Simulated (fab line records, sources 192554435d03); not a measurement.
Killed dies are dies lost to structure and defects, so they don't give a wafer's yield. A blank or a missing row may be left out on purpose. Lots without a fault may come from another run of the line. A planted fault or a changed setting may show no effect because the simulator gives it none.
Chamber matching | flow n5_finfet | N5_BEOL_M13_ILD_DEP_00 on pecvd-04: 3 sister chambers
The step deposits SiOC from DEMS/O2, target thk 837.92 nm, time 166.4 s. 3 wafers are shown with their chamber, then 8 later ones without.

WAFERS WITH THEIR CHAMBER
wafer  | chamber | throttle_valve_pct (%)
L084.6 | 2       | 12.1
L085.6 | 1       | 13.1
L086.3 | 0       | 12.5

WAFERS WITHOUT THEIR CHAMBER
wafer  | throttle_valve_pct (%)
L086.4 | 12.1
L086.5 | 13.1
L094.1 | 13.2
L094.5 | 12.5
L094.6 | 13.4
L096.1 | 12.4
L096.3 | 12.2
L096.5 | 12.3

WHICH CHAMBER EACH WENT THROUGH
wafer  | from the rows above     | in truth
L086.4 | 2                       | 2
L086.5 | 1                       | 1
L094.1 | 1                       | 1
L094.5 | 0                       | 0
L094.6 | 1                       | 1
L096.1 | can't be placed: 0 or 2 | 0
L096.3 | can't be placed: 2 or 0 | 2
L096.5 | can't be placed: 0 or 2 | 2
Placed correctly: 5 of 8. Can't be placed from these rows: 3 (the true chamber is among the candidates in 3). Placed wrongly: 0.
How it was worked out, from the rows above alone: a wafer's distance from a chamber is the root of the sum, over the readings, of the square of ((its reading less the chamber's mean) divided by the reading's scatter). The wafer belongs to the nearest chamber; if the next one is less than 2 further off, it can't be placed. A chamber's mean is the mean of its shown wafers. The scatter: with one shown wafer a chamber, the root of the mean of the squares of how far each hidden wafer lies from its nearest shown one.
